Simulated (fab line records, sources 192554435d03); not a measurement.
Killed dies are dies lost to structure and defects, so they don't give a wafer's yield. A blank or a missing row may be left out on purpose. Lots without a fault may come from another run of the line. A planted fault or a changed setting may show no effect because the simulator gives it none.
Problem report in the 8D (eight disciplines) form, filled by code | flow n5_finfet | the parts of the form that need people (team, actions taken, sign-off) are left out

1. THE PROBLEM
raw_defect_count at N5_BEOL_M10_INSPECT_58 reads a mean of 1381 on 1 wafer of 1 lot; wafers without a fault read 71 with a standard deviation of 26. That is +50 standard deviations from the usual mean.
The step: inspects for defects (darkfield).
First seen on wafer L530.1, day 12 02:08, on defect_inspect-01. The record holds 30 wafers of 10 lots with a number at this step. Rule for "out", or "out of limits": more than 4 standard deviations from the usual mean. The other wafers with a number count as sound.

2. WHAT IT IS AND WHAT IT IS NOT
question                    | is                | is not
which readings at this step | raw_defect_count  | -
which lots                  | L530              | L524, L525, L531, L537, L543, L544, L545, L546, L547
which wafers of those lots  | L530.1            | L530.2, L530.6
read on which gauges        | defect_inspect-01 | defect_inspect-02
when                        | from day 12 02:08 | up to then (8 sound wafers); but 21 sound wafers of L531, L537, L543, L544, L545, L546, L547 came after

3. SUSPECTS, AND WHAT RULES EACH OUT
Counting: a tool at a process step up to the reading stays a suspect if it ran every lot that is out. Sound lots after the first of them don't rule it out here, since some wafers of a struck lot are sound.
- the gauge at N5_BEOL_M10_INSPECT_58: ruled out. All the wafers that are out were read on defect_inspect-01, but those of them that N5_BEOL_M11_INSPECT_13 has rows for are out there too, on other tools.
- uv_cure-03 at N5_BEOL_M10_CURE_72 (cures SiCOH lowk, time 120 s): kept. It ran the lot that is out, L530 (day 11 21:15); its last sound lot up to then is L525 (day 10 23:07).
- pvd_sputter-02 at N5_BEOL_M10_PRE_CLEAN_45 (time 30 s): kept. It ran the lot that is out, L530 (day 11 21:38).
- cmp-01 at N5_BEOL_M10_CMP_52 (polishes, stops on SiCOH lowk, t overpolish 7 s, target thk 140 nm): kept. It ran the lot that is out, L530 (day 12 01:41).
- Within cmp-01 at N5_BEOL_M10_CMP_52: the wafers that are out ran in chamber 2; their sound lot-mates ran in chambers 0, 3.
Left after counting: uv_cure-03 at N5_BEOL_M10_CURE_72, pvd_sputter-02 at N5_BEOL_M10_PRE_CLEAN_45, cmp-01 at N5_BEOL_M10_CMP_52.

4. THE CAUSE (what the simulator had put in)
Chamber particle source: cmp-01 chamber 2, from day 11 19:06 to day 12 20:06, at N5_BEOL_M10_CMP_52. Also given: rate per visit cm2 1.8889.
Counting left 3 suspects, and this tool is among them.

5. THE CHAIN OF EFFECTS, in route order
Each row: a reading whose mean over the struck wafers that have a number lies more than 3 standard deviations from the usual. Only readings for which the record gives a usual standard deviation are gone through. hours: the time from each lot's start at the first step in this table that gives one to its start at this step, as a median over the lots. sigmas: the change in usual standard deviations.
hours | step                    | reading              | usual  | on struck wafers | change | sigmas
0     | N5_BEOL_M10_INSPECT_58  | raw_defect_count     | 71     | 1381             | +1310  | +50
1     | N5_BEOL_M11_INSPECT_13  | raw_defect_count     | 444    | 1862             | +1418  | +12
58    | N5_PASSIVATION_PROBE_49 | defect_limited_yield | 90.5 % | 34.2             | -56.3  | -33
58    | N5_PASSIVATION_PROBE_49 | killed_at_M4_up      | 14     | 729              | +715   | +99 or more
58    | N5_PASSIVATION_PROBE_49 | killed_dies          | 112    | 776              | +664   | +32
58    | N5_PASSIVATION_PROBE_49 | killed_on_rim        | 15     | 101              | +86    | +19
58    | N5_PASSIVATION_PROBE_49 | sort_bin_5_function  | 5.6 %  | 44.2             | +38.6  | +32
58    | N5_PASSIVATION_PROBE_49 | sort_bin_6_memory    | 3.5 %  | 17.7             | +14.2  | +21
58    | N5_PASSIVATION_PROBE_49 | sort_n_pass          | 1068   | 404              | -664   | -32
58    | N5_PASSIVATION_PROBE_49 | sort_yield_pct       | 90.5 % | 34.2             | -56.3  | -31
The process steps in it:
- N5_PASSIVATION_PROBE_49

6. WHAT WOULD HAVE CAUGHT IT SOONER
In this record the first reading out of limits at a measuring or inspecting step was taken at day 12 02:08, 7 hours after the fault began at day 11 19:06.
Of the tool readings at N5_BEOL_M10_CMP_52 for which the record gives a usual standard deviation, none was out on any struck wafer, so an alarm limit of 4 standard deviations on them would not have fired.
All the lots that are out (1) had begun N5_BEOL_M10_CMP_52 on cmp-01 by day 12 02:08. A hold on the tool at that time would have spared none of them.
